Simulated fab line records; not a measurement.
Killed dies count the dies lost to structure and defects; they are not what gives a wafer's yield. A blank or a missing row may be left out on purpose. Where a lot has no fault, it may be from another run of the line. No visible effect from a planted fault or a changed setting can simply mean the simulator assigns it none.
What tool caused it?    flow n5Finfet    11 lots, 31 wafers sampled, at 3 steps of a route of 1938

WHAT THE GAUGES SHOWED, per wafer
N5_BEOL_M4_INSPECT_59: inspects for defects (darkfield).
lot   measured      on                rawDefectCount
L531  day 7 19:53   defectInspect-02  83 68 99
L532  day 8 01:16   defectInspect-01  69 106
L533  day 8 07:08   defectInspect-01  72 98 53
L536  day 9 12:37   defectInspect-02  80 75 81
L544  day 10 22:16  defectInspect-01  37 69
L545  day 11 04:01  defectInspect-01  59 38 31
L546  day 12 00:50  defectInspect-02  63 60 65
L552  day 13 06:26  defectInspect-02  75 90 44
L550  day 13 09:55  defectInspect-01  34 61 68
L551  day 13 13:05  defectInspect-01  52 54 35
L553  day 13 15:15  defectInspect-02  79 49 46

N5_BEOL_M5_CD_MEAS_11 targets a cd of 27.74 nm.
lot   measured      on        cdNm (nm)
L531  day 7 22:31   cdSem-03  27.87 28.04 27.92
L532  day 8 03:59   cdSem-03  27.93 27.70
L533  day 8 11:15   cdSem-01  27.90 27.82 27.30
L536  day 9 15:21   cdSem-01  27.91 26.84 28.33
L544  day 11 01:34  cdSem-02  27.85 28.49
L545  day 11 06:31  cdSem-02  27.85 27.61 27.70
L546  day 12 05:01  cdSem-01  27.77 28.31 28.13
L552  day 13 09:34  cdSem-02  28.26 27.51 27.71
L550  day 13 12:48  cdSem-02  28.20 27.93 28.05
L551  day 13 15:49  cdSem-03  28.07 28.07 27.90
L553  day 13 19:20  cdSem-02  28.37 27.74 27.64

WHICH TOOL RAN EACH LOT (tool, then ch and the chambers of the sampled wafers, then the start)
lot   N5_BEOL_M5_EXPOSE_08
L531  euvScanner-02 ch 0, day 7 22:23
L532  euvScanner-01 ch 0, day 8 03:53
L533  euvScanner-02 ch 0, day 8 11:07
L536  euvScanner-01 ch 0, day 9 15:13
L544  euvScanner-02 ch 0, day 11 01:26
L545  euvScanner-02 ch 0, day 11 06:24
L546  euvScanner-02 ch 0, day 12 04:53
L552  euvScanner-02 ch 0, day 13 09:27
L550  euvScanner-01 ch 0, day 13 12:40
L551  euvScanner-02 ch 0, day 13 15:41
L553  euvScanner-01 ch 0, day 13 19:13
- N5_BEOL_M5_EXPOSE_08: exposes mask M5, target cd 28 nm.

WHAT THE TOOLS THEMSELVES READ (means of the sampled wafers that have a number; where no wafer has one, the mark that the record gives instead)
The record holds no such reading with a usual standard deviation.

THE ANSWER, worked out from the rows above alone
Rule: the usual values come from the lots themselves. Put in order of their means at a reading, lots are off if they are a third of the lots or fewer, leave a main group of 4 or more, and stand apart from it by a gap of 3 or more times the standard deviation of the main group's means; of several such gaps the widest counts. A main group is skipped when, at the precision printed for the reading in the tables above, its means are all equal. A lot without any number at a reading at which 4 lots or more have one is off too. Any other lot the step has rows for is counted as sound. After the gauges, taken in route order, come the tools' own readings; for these a lot's mean is taken, as printed above. At the first step where some lot is off, the reading lying furthest off is the one used; lots without a number count as furthest.
No lot is off on any of the readings shown, so nothing can be concluded from this.

WHAT WAS PUT IN BY THE SIMULATOR
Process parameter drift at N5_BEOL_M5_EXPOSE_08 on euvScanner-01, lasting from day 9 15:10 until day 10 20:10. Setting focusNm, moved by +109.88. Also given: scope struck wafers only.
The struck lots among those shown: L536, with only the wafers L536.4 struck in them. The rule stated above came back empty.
